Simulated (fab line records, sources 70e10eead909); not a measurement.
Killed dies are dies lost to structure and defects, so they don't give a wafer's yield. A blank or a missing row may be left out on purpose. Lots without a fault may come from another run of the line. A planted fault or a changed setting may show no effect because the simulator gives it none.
fab line records | flow nand_harc
record lots=12 wafers=36 last_day=24
route steps=1159 shown A_CONTACT@958 A_BLC@977
lots that met no fault: from a run of the same line without faults
start_h: hours from the record's first day to the start of the lot's first wafer shown | wait_h: hours since the lot's step before | " the same as in the row above | L1.1+2: a row that stands for several wafers | - no value, or no start given | * or withheld: withheld | < > ~ a bound
route shown NAME@n: a module of which the file shows steps, and the number in the route of the first | usual: mean/standard deviation of fault-free wafers | same: alike in all rows | chamber/n: place in a boat | sites: the reading at each site | _std_site: their standard deviation | _edge_site: outer sites' mean less inner sites' | radius_mm: how far each site lies from the wafer's centre | mask NAME#n: copy n | behind: the tool/chamber that last shaped the wafer | hold: why the lot was held/for how many hours/how that ended | device: the transistor (n, p or np) that didn't switch | end of line: the same wafers' tests at the end of the route | a step without rows: its recipe alone | killed: dies lost to structure and defects at the first sort, not the wafer's yield | map: a wafer's dies, x killed, . not, _ none there
set.NAME: the setting as run; set.NAME@STEP: as run at that earlier step | model.NAME: the simulator's own value behind a step, which no gauge read
steps of the route over a sample of lots; a table a step, a row a wafer
services: from which hour (start_h, from the record's first day; less than 0 if before it) a tool's chamber was out of use, for how many hours, and why
## steps
# step NHARC_A_CONTACT_ALD_18
# recipe target_thk_a=30 pulse_time_s=1 ald_cycles=150 temp_c=450 material=TiN
# usual heater_power_w=1080/120 precursor_pulse_height_rel=1.000/0.021
# columns lot.wafer tool chamber start_h wait_h heater_power_w precursor_pulse_height_rel
L603.4 ald_metal-02 3 378.96 - 939 0.962
L603.6 " 1 " " 1044 1.036
L603.5 " 2 " " 1008 0.985
L610.3 ald_metal-02 0 426.77 - 945 0.980
L610.2 " 1 " " 1014 1.040
L610.4 " 2 " " 985 0.999
L611.1 ald_metal-04 1 437.55 - 1293 1.026
L611.5 " 0 " " 1023 1.011
L611.6 " 2 " " 1264 1.018
L613.3 ald_metal-03 0 445.77 - 1018 1.022
L613.6 " 1 " " 1199 1.016
L613.5 " 2 " " 1118 1.013
L617.2 ald_metal-02 3 457.42 - 948 0.991
L617.4 " 0 " " 952 1.012
L617.5 " 2 " " 965 1.043
L618.4 ald_metal-04 1 478.24 - 1293 1.002
L618.1 " 2 " " 1278 1.010
L618.5 " 2 " " 1290 1.007
L620.4 ald_metal-03 3 488.03 - 950 0.964
L620.5 " 1 " " 1187 0.974
L620.6 " 2 " " 1103 0.968
L621.3 ald_metal-04 2 489.69 - 1251 0.990
L621.2 " 3 " " 1031 0.995
L621.6 " 2 " " 1283 0.976
L624.3 ald_metal-03 0 519.11 - 995 1.007
L624.1 " 2 " " 1125 0.980
L624.2 " 3 " " 975 0.960
L622.1 ald_metal-03 1 525.03 - 1184 1.023
L622.3 " 2 " " 1063 0.986
L622.4 " 3 " " 968 0.988
L625.2 ald_metal-04 2 527.39 - 1280 0.974
L625.5 " 1 " " 1290 0.977
L625.6 " 2 " " 1273 1.032
L626.1 ald_metal-03 1 531.59 - 1190 1.007
L626.3 " 0 " " 956 1.012
L626.5 " 2 " " 1100 0.970
# step NHARC_A_BLC_DESCUM_15
# recipe time_s=3 o2_flow_sccm=200 ar_flow_sccm=0 bias_power_w=0 chemistry=O2
# usual drypump_motor_current_A=5.7/0.4 oes_product_au=0.999/0.008 rf_vpp_V=57.7/0.96 showerhead_plenum_p_Torr=1.93/0.09 throttle_valve_pct=11.312/0.0092
# same time_s=3
# columns lot.wafer tool chamber start_h wait_h drypump_motor_current_A oes_product_au rf_hours_counter_h rf_vpp_V showerhead_plenum_p_Torr throttle_valve_pct
L603.4 rie_diel-02 3 382.42 0.1 5.0 0.994 17 57.7 1.82 11.328
L603.5 " 2 " " 5.4 0.988 - 57.2 1.78 11.301
L603.6 " 3 " " 5.0 1.005 - 56.6 1.81 11.315
L610.3 rie_diel-01 2 428.99 0.1 6.1 0.984 12 59.0 2.02 11.315
L610.2 " 3 " " 5.6 0.989 11 56.6 1.81 11.310
L610.4 " 0 " " 5.4 0.995 11 57.0 1.89 11.305
L611.1 rie_diel-12 1 439.77 0.1 5.5 1.005 5 59.6 2.00 11.308
L611.6 " 0 " " 5.7 1.010 - 58.3 1.97 11.321
L611.5 " 1 " " 5.6 1.003 - 59.1 2.00 11.315
L613.3 rie_diel-12 3 447.79 0.1 4.8 1.001 6 56.4 1.90 11.306
L613.6 " 0 " " 5.7 1.003 - 56.9 1.97 11.321
L613.5 " 1 " " 5.6 1.000 - 59.6 2.00 11.326
L617.4 rie_diel-01 0 461.91 0.3 5.4 0.999 15 57.0 1.89 11.313
L617.2 " 2 " " 6.1 0.992 16 57.9 2.02 11.300
L617.5 " 1 " " 6.2 0.994 - 59.3 2.05 11.316
L618.1 rie_diel-01 2 480.33 0.1 6.2 1.012 18 58.4 2.02 11.308
L618.4 " 3 " " 5.6 1.001 17 58.1 1.81 11.319
L618.5 " 1 " " 6.2 0.993 - 58.7 2.05 11.312
L620.4 rie_diel-12 3 496.27 0.1 4.8 1.001 10 57.4 1.90 11.297
L620.6 " 0 " " 5.7 1.007 - 58.6 1.97 11.311
L620.5 " 1 " " 5.6 1.011 - 58.7 2.00 11.307
L621.3 rie_diel-02 2 496.99 0.1 5.3 1.001 54 55.7 1.77 11.333
L621.2 " 1 " " 5.4 1.001 54 56.6 1.77 11.329
L621.6 " 2 " " 5.4 0.990 - 56.9 1.77 11.304
L624.1 rie_diel-01 3 521.36 0.1 5.6 0.989 1 59.7 1.81 11.307
L624.2 " 0 " " 5.4 0.987 1 57.2 1.89 11.308
L624.3 " 1 " " 6.2 0.978 1 57.5 2.05 11.310
L622.4 rie_diel-12 1 527.95 0.1 5.6 0.999 14 58.5 2.00 11.327
L622.3 " 2 " " 6.1 1.009 14 57.5 1.83 11.321
L622.1 " 3 " " 4.8 0.998 13 56.3 1.90 11.311
L625.2 rie_diel-01 2 529.55 0.1 6.1 0.989 2 58.3 2.02 11.301
L625.5 " 2 " " 6.2 0.979 - 57.8 2.02 11.319
L625.6 " 3 " " 5.6 1.003 - 56.8 1.81 11.306
L626.1 rie_diel-12 0 536.94 0.1 5.7 1.006 13 58.1 1.97 11.307
L626.3 " 1 " " 5.6 1.003 15 57.5 2.00 11.319
L626.5 " 1 " " 5.6 1.000 - 59.0 2.00 11.322
# step NHARC_A_BLC_CD_MEAS_19
# usual cd_nm=100.6/1.8
# columns lot.wafer tool chamber start_h wait_h cd_nm
L603.4 cd_sem-02 - 383.74 - 98.5
L603.5 " - " " 101.1
L603.6 " - " " 97.8
L610.2 cd_sem-01 - 429.95 - 99.9
L610.3 " - " " 102.7
L610.4 " - " " 97.4
L611.1 cd_sem-01 - 440.73 - 100.7
L611.5 " - " " 96.6
L611.6 " - " " 98.5
L613.3 cd_sem-02 - 448.74 - 98.1
L613.5 " - " " 98.8
L613.6 " - " " 100.9
L617.2 cd_sem-02 - 462.88 - 99.1
L617.4 " - " " 99.2
L617.5 " - " " 101.9
L618.1 cd_sem-02 - 481.28 - 98.4
L618.4 " - " " 100.7
L618.5 " - " " 98.4
L620.4 cd_sem-01 - 497.22 - 100.4
L620.5 " - " " 100.8
L620.6 " - " " 100.4
L621.2 cd_sem-01 - 497.96 - 99.9
L621.3 " - " " 98.9
L621.6 " - " " 98.3
L624.1 cd_sem-02 - 522.32 - 102.5
L624.2 " - " " 100.7
L624.3 " - " " 104.5
L622.1 cd_sem-02 - 528.91 - 98.7
L622.3 " - " " 101.6
L622.4 " - " " 98.4
L625.2 cd_sem-03 - 530.54 - 103.3
L625.5 " - " " 104.0
L625.6 " - " " 104.6
L626.1 cd_sem-02 - 537.91 - 101.6
L626.3 " - " " 101.4
L626.5 " - " " 104.1
# step NHARC_A_BLC_STRIP_29
# recipe cf4_flow_sccm=150 ar_flow_sccm=0 bias_w=0 chemistry=CF4
# usual bias_w=0/0 cf4_flow_sccm=150.0/0.47 drypump_motor_current_A=5.6/0.43 oes_product_au=1.002/0.0076 rf_vpp_V=59.4/0.93 showerhead_plenum_p_Torr=1.77/0.072 throttle_valve_pct=13.284/0.0089
# columns lot.wafer tool chamber start_h wait_h bias_w cf4_flow_sccm drypump_motor_current_A oes_product_au rf_hours_counter_h rf_vpp_V showerhead_plenum_p_Torr throttle_valve_pct
L603.4 rie_diel-01 1 383.83 0.1 0 149.4 6.2 0.998 7 60.4 1.89 13.278
L603.5 " 3 " " 0 150.6 5.6 0.998 - 59.3 1.68 13.298
L603.6 " 0 " " 0 150.5 5.4 0.999 - 60.1 1.75 13.278
L610.2 rie_diel-12 2 430.02 0.1 0 150.3 6.0 1.007 4 57.4 1.70 13.272
L610.4 " 3 " " 0 149.7 4.8 0.997 4 59.0 1.76 13.289
L610.3 " 0 " " 0 149.6 5.7 1.004 4 61.4 1.82 13.289
L611.1 rie_diel-01 3 440.82 0.1 0 149.6 5.6 0.996 13 59.7 1.68 13.275
L611.6 " 2 " " 0 150.3 6.2 0.990 - 58.3 1.86 13.281
L611.5 " 3 " " 0 149.4 5.6 1.000 - 59.0 1.68 13.288
L613.3 rie_diel-12 3 448.81 0.1 0 149.8 4.8 1.007 6 60.7 1.76 13.291
L613.5 " 3 " " 0 149.8 4.8 1.008 - 60.0 1.76 13.277
L613.6 " 0 " " 0 150.0 5.7 1.013 - 58.7 1.81 13.294
L617.2 rie_diel-02 0 462.97 0.1 0 150.0 5.9 1.010 46 57.9 1.71 13.293
L617.4 " 0 " " 0 150.0 5.9 1.003 - 60.0 1.71 13.278
L617.5 " 1 " " 0 149.8 5.4 1.007 - 58.0 1.65 13.291
L618.1 rie_diel-02 1 481.38 0.1 0 150.2 5.4 1.015 50 57.4 1.65 13.298
L618.4 " 2 " " 0 149.6 5.3 0.993 - 58.5 1.65 13.284
L618.5 " 1 " " 0 149.7 5.4 1.009 - 57.6 1.65 13.270
L620.4 rie_diel-01 0 497.32 0.1 - - - - - - - -
L620.6 " 1 " " - - - - - - - -
L620.5 " 2 " " - - - - - - - -
L621.3 rie_diel-12 2 498.04 0.1 - - - - - - - -
L621.2 " 0 " " - - - - - - - -
L621.6 " 2 " " - - - - - - - -
L624.3 rie_diel-12 0 522.40 0.1 0 149.5 5.7 1.017 12 59.3 1.81 13.282
L624.2 " 2 " " 0 148.9 6.1 1.008 14 59.8 1.70 13.290
L624.1 " 3 " " 0 149.6 4.8 1.006 12 58.8 1.76 13.272
L622.1 rie_diel-12 2 529.05 0.1 0 149.6 6.0 1.007 15 59.6 1.70 13.307
L622.3 " 0 " " 0 150.2 5.7 1.013 12 59.5 1.81 13.289
L622.4 " 1 " " 0 150.6 5.6 1.008 14 59.8 1.84 13.286
L625.2 rie_diel-12 3 530.61 0.1 0 150.2 4.8 1.010 13 60.1 1.76 13.272
L625.5 " 3 " " 0 150.0 4.8 1.003 - 59.0 1.76 13.282
L625.6 " 0 " " 0 150.0 5.6 1.014 - 59.6 1.81 13.286
L626.3 rie_diel-12 3 538.00 0.1 0 149.8 4.8 0.997 14 57.9 1.76 13.307
L626.1 " 0 " " 0 149.6 5.7 0.997 14 59.9 1.81 13.278
L626.5 " 3 " " 0 150.6 4.8 1.000 - 58.3 1.76 13.296
## services
# columns tool chamber start_h hours kind
rie_diel-12 0 358.67 - clean
rie_diel-12 1 358.67 - clean
rie_diel-12 2 358.67 - clean
rie_diel-12 3 358.67 - clean
ald_metal-02 - 364.00 10.0 pm
ald_metal-03 2 364.36 3.2 repair
ald_metal-03 - 372.90 0.8 repair
rie_diel-12 - 379.43 9.0 pm
rie_diel-12 0 379.43 9.0 vent_cycle
rie_diel-12 1 379.43 9.0 vent_cycle
rie_diel-12 2 379.43 9.0 vent_cycle
rie_diel-12 3 379.43 9.0 vent_cycle
ald_metal-02 3 391.45 7.2 repair
rie_diel-01 - 405.94 2.3 repair
ald_metal-04 - 406.00 10.0 pm
ald_metal-04 3 436.03 10.4 repair
ald_metal-02 - 444.45 1.4 repair
rie_diel-02 2 460.30 4.5 repair
rie_diel-02 3 461.27 20.9 repair
ald_metal-04 0 484.01 23.3 repair
ald_metal-03 - 500.00 10.0 pm
rie_diel-01 - 500.10 9.0 pm
rie_diel-02 - 505.14 9.0 pm
rie_diel-12 2 515.41 1.7 repair
## key
first_sign step=NHARC_A_BLC_STRIP_29 reading=tool_record direction=missing
effect none on later readings
met_at NHARC_A_BLC_STRIP_29
struck_lots L620,L621
tester_left_out L620,L621
not_acting_at NHARC_A_CONTACT_ALD_18,NHARC_A_BLC_DESCUM_15,NHARC_A_BLC_CD_MEAS_19
onset_between 448.81 497.32
fault kind=skipped_step_whole tool=rie_diel-01,rie_diel-12 chamber=- onset_h=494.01 steps=NHARC_A_BLC_STRIP_29 scope=struck_lots_only
# tester_left_out: of these lots the tester's yield and bins aren't shown, on N5 and GAA mostly nor the transistor test; their killed dies are dies lost to structure and defects alone, not to doping, threshold or leakage, so they don't give the yield
